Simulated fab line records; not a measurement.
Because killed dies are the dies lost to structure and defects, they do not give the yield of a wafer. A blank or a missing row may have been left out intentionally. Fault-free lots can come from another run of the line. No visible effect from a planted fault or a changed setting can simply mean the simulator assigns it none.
fab line records    flow nand-harc
record lots=12  wafers=36  last-day=33
route steps=1302 shown A_BLC@1125 A_M0@1156
lots that met no fault: taken from a fault-free run of the same line
start-h: hours from the record's opening day to when the first of the lot's shown wafers began    wait-h: how many hours have passed since the lot's step before this one    " same as the row above    L1.1+2: a single row standing in for several wafers    - no value present, or no start provided    * or withheld: withheld    < > ~ a bound
route shown NAME@n: a module of which the file shows steps, and the number in the route of the first    usual: average and standard deviation across the fault-free wafers    same: alike in all rows    chamber/n: place in a boat    sites: per-site readings    _std_site: standard deviation across them    _edge_site: outer sites' mean less inner sites'    radius-mm: how far each site lies from the wafer's centre    mask NAME#n: copy n    behind: tool/chamber where the wafer was last shaped    hold: reason for holding the lot/hours on hold/outcome of the hold    device: which transistor (n, p or np) failed to switch    end of line: tests run on the same wafers once the route is complete    a step with no rows: only its recipe    killed: count of dies lost to structure and defects at first sort (not the wafer's yield)    map: per-die view of a wafer (x killed, . not killed, _ where there is no die)
set.NAME: the run value of the setting; set.NAME@STEP: its run value at that earlier step    model.NAME: the simulator's own value behind a step, which no gauge read
the route's steps for a sample of lots (tables are steps, rows are wafers)
services: when a tool's chamber went out of use (start-h, in hours from the record's first day, below 0 if earlier), for how many hours, and the reason
## steps
# step NHARC_A_BLC_STRIP_29
# recipe cf4-flow-sccm=150  ar-flow-sccm=0  bias-w=0  chemistry=CF4
# usual drypump-motor-current-A=5.8/0.45  oes-product-au=1.002/0.013  rf-vpp-V=59.3/0.88  showerhead-plenum-p-Torr=1.74/0.055  throttle-valve-pct=13.284/0.0097
lot.wafer  tool         chamber  start-h  wait-h  drypump-motor-current-A  oes-product-au  rf-hours-counter-h  rf-vpp-V  showerhead-plenum-p-Torr  throttle-valve-pct
L761.2     rie-diel-01  2        519.45   0.1     6.2                      0.979           12                  58.2      1.72                      13.287
L761.1     "            1        "        "       6.6                      1.000           12                  59.2      1.78                      13.309
L761.5     "            3        "        "       5.6                      0.987           -                   57.9      1.80                      13.273
L762.2     rie-diel-01  2        520.30   0.1     6.2                      0.975           12                  61.1      1.72                      13.291
L762.1     "            0        "        "       6.1                      1.016           12                  59.1      1.73                      13.275
L762.6     "            2        "        "       6.2                      0.974           -                   58.7      1.72                      13.272
L763.2     rie-diel-12  2        534.91   0.1     5.3                      1.007           5                   60.2      1.75                      13.275
L763.3     "            0        "        "       5.3                      1.006           5                   58.9      1.66                      13.265
L763.1     "            1        "        "       5.4                      1.008           5                   61.2      1.71                      13.286
L768.3     rie-diel-01  0        582.96   0.1     6.1                      1.002           1                   59.9      1.73                      13.279
L768.2     "            1        "        "       6.7                      1.010           1                   60.9      1.78                      13.304
L768.4     "            3        "        "       5.6                      1.003           1                   60.3      1.79                      13.273
L770.3     rie-diel-01  3        601.21   0.1     5.6                      1.009           3                   60.5      1.79                      13.269
L770.4     "            0        "        "       6.1                      1.023           3                   58.6      1.73                      13.270
L770.6     "            0        "        "       6.1                      1.011           -                   59.5      1.73                      13.282
L774.4     rie-diel-12  3        641.29   0.1     5.5                      1.012           1                   57.9      1.68                      13.296
L774.1     "            1        "        "       5.3                      0.980           1                   58.3      1.71                      13.285
L774.6     "            3        "        "       5.5                      1.013           -                   59.0      1.68                      13.298
L776.2     rie-diel-12  1        661.65   0.1     5.4                      0.986           2                   59.2      1.71                      13.279
L776.5     "            2        "        "       5.3                      0.985           -                   59.5      1.75                      13.279
L776.6     "            3        "        "       5.5                      1.012           -                   57.7      1.68                      13.275
L775.3     rie-diel-01  2        665.31   0.1     6.2                      0.994           7                   58.5      1.72                      13.293
L775.6     "            0        "        "       6.1                      1.015           -                   58.7      1.73                      13.294
L775.5     "            1        "        "       6.7                      0.998           -                   59.9      1.78                      13.296
L778.1     rie-diel-01  3        678.80   0.1     5.6                      0.991           7                   59.7      1.79                      13.280
L778.4     "            1        "        "       6.6                      0.993           8                   59.6      1.78                      13.279
L778.3     "            2        "        "       6.2                      0.995           7                   59.2      1.72                      13.283
L777.2     rie-diel-02  1        684.11   0.1     5.8                      1.005           33                  59.4      1.79                      13.268
L777.4     "            2        "        "       6.5                      1.003           35                  60.1      1.86                      13.289
L777.1     "            3        "        "       5.5                      1.001           36                  59.4      1.69                      13.284
L779.1     rie-diel-12  1        691.42   0.1     5.4                      0.975           3                   59.5      1.71                      13.283
L779.4     "            2        "        "       5.3                      0.992           3                   59.0      1.75                      13.280
L779.5     "            1        "        "       5.4                      0.977           -                   58.6      1.71                      13.276
L783.3     rie-diel-12  1        736.33   0.1     5.4                      0.982           7                   60.5      1.71                      13.288
L783.2     "            2        "        "       5.4                      1.000           7                   58.8      1.75                      13.286
L783.6     "            0        "        "       5.3                      1.022           -                   57.9      1.65                      13.282
# step NHARC_A_M0_DEGAS_28
# recipe temp-c=250  time-s=60
# usual heater-power-w=335/28
lot.wafer  tool            chamber  start-h  wait-h  heater-power-w
L761.1     pvd-sputter-03  -        523.42   -       294
L761.2     "               -        "        "       304
L761.5     "               -        "        "       310
L762.1     pvd-sputter-02  -        524.18   -       333
L762.2     "               -        "        "       301
L762.6     "               -        "        "       332
L763.2     pvd-sputter-01  -        538.99   -       355
L763.3     "               -        "        "       338
L763.1     "               -        "        "       311
L768.3     pvd-sputter-03  -        586.96   -       305
L768.4     "               -        "        "       294
L768.2     "               -        "        "       311
L770.3     pvd-sputter-03  -        605.14   -       378
L770.4     "               -        "        "       294
L770.6     "               -        "        "       299
L774.1     pvd-sputter-01  -        645.09   -       315
L774.4     "               -        "        "       353
L774.6     "               -        "        "       324
L776.2     pvd-sputter-03  -        665.58   -       296
L776.5     "               -        "        "       309
L776.6     "               -        "        "       377
L775.3     pvd-sputter-01  -        669.28   -       341
L775.5     "               -        "        "       374
L775.6     "               -        "        "       337
L778.1     pvd-sputter-02  -        682.74   -       357
L778.4     "               -        "        "       322
L778.3     "               -        "        "       328
L777.2     pvd-sputter-03  -        687.89   -       308
L777.4     "               -        "        "       380
L777.1     "               -        "        "       295
L779.4     pvd-sputter-03  -        695.20   -       310
L779.1     "               -        "        "       299
L779.5     "               -        "        "       313
L783.3     pvd-sputter-02  -        740.21   -       350
L783.2     "               -        "        "       326
L783.6     "               -        "        "       328
# step NHARC_A_M0_ECD_22
# recipe target-thk-a=4000  bath-temp-c=25  material=Cu
lot.wafer   tool       chamber  start-h  wait-h
L761.2+1+5  ecd-cu-02  1,0,1    523.78   -
L762.1+2+6  ecd-cu-01  1,0,1    524.54   -
L763.2+1+3  ecd-cu-02  0,1,0    539.35   -
L768.2+3+4  ecd-cu-02  0,0,1    587.32   -
L770.4+3+6  ecd-cu-02  1,0,0    605.58   -
L774.1+4+6  ecd-cu-01  1,0,1    645.44   -
L776.2+5+6  ecd-cu-01  1,1,0    665.94   -
L775.3+6+5  ecd-cu-02  0,1,0    669.79   -
L778.1+3+4  ecd-cu-01  1,1,0    683.10   -
L777.2+1+4  ecd-cu-02  1,0,0    688.25   -
L779.1+4+5  ecd-cu-02  1        695.55   -
L783.2+3+6  ecd-cu-02  0,1,0    740.57   -
# step NHARC_A_M0_CMP_23
# recipe t-overpolish-s=20  target-thk-nm=113.75
# usual motor-current-A=11.8/1.4  retaining-ring-pressure-frac=1.000/0.0054  time-to-endpoint-s=30.3/2.3
# same t-overpolish-s=20
lot.wafer  tool    chamber  start-h  wait-h  motor-current-A  retaining-ring-pressure-frac  time-to-endpoint-s
L761.1     cmp-01  0        524.53   -       13.3             1.001                         30.7
L761.2     "       2        "        "       12.8             0.991                         29.5
L761.5     "       3        "        "       12.7             0.998                         29.3
L762.1     cmp-02  2        525.29   -       11.9             0.989                         32.4
L762.2     "       0        "        "       12.1             1.003                         28.7
L762.6     "       2        "        "       11.8             0.986                         31.0
L763.2     cmp-01  1        540.07   -       10.4             1.009                         26.9
L763.3     "       2        "        "       13.2             0.999                         28.8
L763.1     "       3        "        "       12.7             1.005                         28.5
L768.2     cmp-02  0        588.04   -       11.5             0.999                         29.5
L768.4     "       2        "        "       11.7             1.004                         31.3
L768.3     "       3        "        "       13.6             0.993                         43.3
L770.4     cmp-02  3        606.21   -       13.9             1.001                         27.3
L770.3     "       1        "        "       12.3             1.000                         44.8
L770.6     "       3        "        "       14.9             0.997                         30.0
L774.4     cmp-02  1        646.22   -       12.2             1.008                         29.7
L774.1     "       2        "        "       12.3             0.993                         30.8
L774.6     "       0        "        "       12.1             1.011                         27.4
L776.2     cmp-04  3        666.74   -       12.9             1.001                         27.7
L776.6     "       0        "        "       8.3              0.996                         26.6
L776.5     "       1        "        "       12.3             1.001                         29.8
L775.3     cmp-01  2        670.42   -       12.1             1.010                         33.5
L775.6     "       0        "        "       12.1             0.996                         34.7
L775.5     "       1        "        "       9.7              0.999                         30.0
L778.3     cmp-01  2        683.85   -       12.3             0.992                         33.6
L778.4     "       3        "        "       12.6             1.006                         31.7
L778.1     "       0        "        "       13.1             0.996                         32.1
L777.1     cmp-01  0        688.96   -       12.7             0.997                         34.0
L777.4     "       1        "        "       9.8              0.992                         28.2
L777.2     "       3        "        "       13.1             1.004                         31.2
L779.1     cmp-01  0        696.27   -       11.8             1.006                         32.9
L779.4     "       3        "        "       13.0             1.001                         31.5
L779.5     "       1        "        "       9.7              0.998                         31.0
L783.3     cmp-02  1        741.29   -       11.9             1.004                         33.8
L783.2     "       0        "        "       11.8             0.992                         28.1
L783.6     "       2        "        "       11.6             1.008                         30.8
# step NHARC_A_M0_THK_MEAS_24
# recipe thk-meas-gauge=xrf
# usual thk-nm=114.5/1.4
lot.wafer  tool           chamber  start-h  wait-h  thk-nm
L761.1     film-metro-02  -        524.82   -       114.4
L761.2     "              -        "        "       115.8
L761.5     "              -        "        "       113.4
L762.1     film-metro-02  -        525.57   -       113.0
L762.2     "              -        "        "       111.8
L762.6     "              -        "        "       114.7
L763.1     film-metro-01  -        540.39   -       113.1
L763.2     "              -        "        "       111.7
L763.3     "              -        "        "       112.4
L768.2     film-metro-01  -        588.36   -       113.6
L768.3     "              -        "        "       116.8
L768.4     "              -        "        "       116.5
L770.3     film-metro-02  -        606.53   -       116.1
L770.4     "              -        "        "       113.8
L770.6     "              -        "        "       116.4
L774.1     film-metro-01  -        646.48   -       115.7
L774.4     "              -        "        "       118.1
L774.6     "              -        "        "       116.6
L776.2     film-metro-02  -        666.97   -       115.0
L776.5     "              -        "        "       116.0
L776.6     "              -        "        "       115.8
L775.3     film-metro-02  -        670.68   -       113.1
L775.5     "              -        "        "       113.0
L775.6     "              -        "        "       114.8
L778.1     film-metro-01  -        684.14   -       115.7
L778.3     "              -        "        "       115.8
L778.4     "              -        "        "       114.6
L777.1     film-metro-01  -        689.28   -       115.7
L777.2     "              -        "        "       112.8
L777.4     "              -        "        "       114.2
L779.1     film-metro-02  -        696.59   -       116.3
L779.4     "              -        "        "       114.0
L779.5     "              -        "        "       116.5
L783.2     film-metro-01  -        741.61   -       114.7
L783.3     "              -        "        "       116.2
L783.6     "              -        "        "       116.6
## services
tool            chamber  start-h  hours  kind
cmp-01          -        502.15   3.1    repair
ecd-cu-02       -        509.58   2.3    repair
cmp-02          -        526.66   4.0    pm
pvd-sputter-03  -        535.45   10.0   pm
ecd-cu-02       -        541.30   2.6    repair
rie-diel-12     2        546.67   2.7    repair
rie-diel-01     2        554.58   22.1   repair
rie-diel-01     -        557.80   9.0    pm
cmp-01          -        558.45   1.2    repair
cmp-01          -        577.50   4.0    pm
ecd-cu-02       -        596.03   8.0    pm
ecd-cu-02       -        612.09   2.1    repair
rie-diel-12     -        622.40   9.0    pm
cmp-02          -        624.67   4.0    pm
cmp-01          -        628.86   2.0    repair
rie-diel-12     -        646.87   0.3    repair
rie-diel-12     2        656.59   1.2    repair
cmp-02          -        674.31   4.2    repair
cmp-01          -        675.50   4.0    pm
pvd-sputter-03  -        713.45   10.0   pm
cmp-01          -        714.10   1.6    repair
rie-diel-01     2        714.57   1.2    repair
cmp-02          -        722.67   4.0    pm
rie-diel-01     -        735.01   9.0    pm
## key
first-sign step=NHARC_A_M0_CMP_23  reading=time-to-endpoint-s  direction=up  sigmas=5.9  usual=*  struck=*
effect none on later readings
met-at NHARC_A_M0_ECD_22
struck-lots L768,L770
struck-wafers L768.3,L770.3
not-acting-at NHARC_A_BLC_STRIP_29,NHARC_A_M0_DEGAS_28,NHARC_A_M0_THK_MEAS_24
onset-between 539.35 587.32
fault kind=process-parameter-drift  tool=ecd-cu-02  chamber=-  onset-h=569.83  steps=NHARC_A_M0_ECD_22  channel=target-thk-a  offset=*  shape=step  end-h=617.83  scope=struck-wafers-only  acts-in=*  stated=*
